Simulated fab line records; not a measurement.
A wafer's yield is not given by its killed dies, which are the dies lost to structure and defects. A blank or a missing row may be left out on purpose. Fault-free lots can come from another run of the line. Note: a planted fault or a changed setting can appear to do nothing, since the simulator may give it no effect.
One fault through the eyes of 2 desks -- flow nand harc -- what lay behind the numbers comes last; until then each desk has only its own

## THE METROLOGY DESK
Lot by lot, what the gauges showed, no matter which tool ran the lot: averages of those sampled wafers that carry a number. Marked OUT: a lot whose mean sits more than 4 standard deviations from the usual mean, which makes it out of limits; the brackets give that distance.
Columns: A = cd nm at NHARC_P_ZERO_WELL_CD_MEAS_37, usual 719.2 nm; B = cd nm at NHARC_P_STI_CD_MEAS_09, usual 201 nm
lot,first seen here,A,B
L407,day 1 16:07,720.0,198
L409,day 2 04:22,720.5,197
L410,day 2 10:20,719.5,200
L412,day 2 22:07,718.1,202
L414,day 3 10:08,717.6,200
L415,day 3 15:52,718.9,207
L418,day 4 09:59,718.1,200
L421,day 5 04:13,718.7,198
L424,day 5 22:14,719.0,205
L426,day 6 10:05,717.1,199
L427,day 6 15:50,720.6,199
L428,day 6 22:11,721.3,196
L429,day 7 04:06,722.1,197
This desk's finding: nothing out of limits on any of the 13 lots.

## AT THE TOOL OWNER'S DESK: krf scanner-04
The tool's own readings at NHARC_P_ZERO_WELL_EXPOSE_08 (exposes mask P ZERO, target cd 500 nm): means of the sampled wafers that have a number, for each lot that ran on this tool. Marked OUT: a lot whose mean sits more than 4 standard deviations from the usual mean, which makes it out of limits; the brackets give that distance.
Columns: A = exposure dose mJ cm2 at NHARC_P_ZERO_WELL_EXPOSE_08, usual 33.78; B = reticle temp C at NHARC_P_ZERO_WELL_EXPOSE_08, usual 23.02 C
lot,first seen here,A,B
L409,day 2 01:14,33.80,22.96
L412,day 2 19:06,33.82,23.05
L418,day 4 06:58,32.35 (-41) OUT,22.97
L421,day 5 01:05,32.64 (-33) OUT,23.01
L424,day 5 19:07,32.82 (-28) OUT,23.00
This desk's finding: out of limits on L418, L421, L424; first on L418, day 4 06:58 (exposure dose mJ cm2 at NHARC_P_ZERO_WELL_EXPOSE_08). Within limits: L409, L412.

## BROUGHT TOGETHER
On L418, L421, L424, at day 4 06:58, an alarm was possible from the tool owner's desk.
From the metrology desk's view, nothing was out of limits.
The metrology desk has L418, L421, L424 on record, within its limits.
Every lot named ran NHARC_P_ZERO_WELL_EXPOSE_08 on krf scanner-04.

## WHAT THE SIMULATOR HAD INSERTED
Drift in process parameters on krf scanner-04 at NHARC_P_ZERO_WELL_EXPOSE_08, starting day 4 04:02. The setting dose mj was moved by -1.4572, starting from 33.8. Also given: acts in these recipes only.
Shown lots that were struck: L418, L421, L424.
How many hours passed from the start of the fault until each desk's first out-of-limits reading: the tool owner's desk, 3.
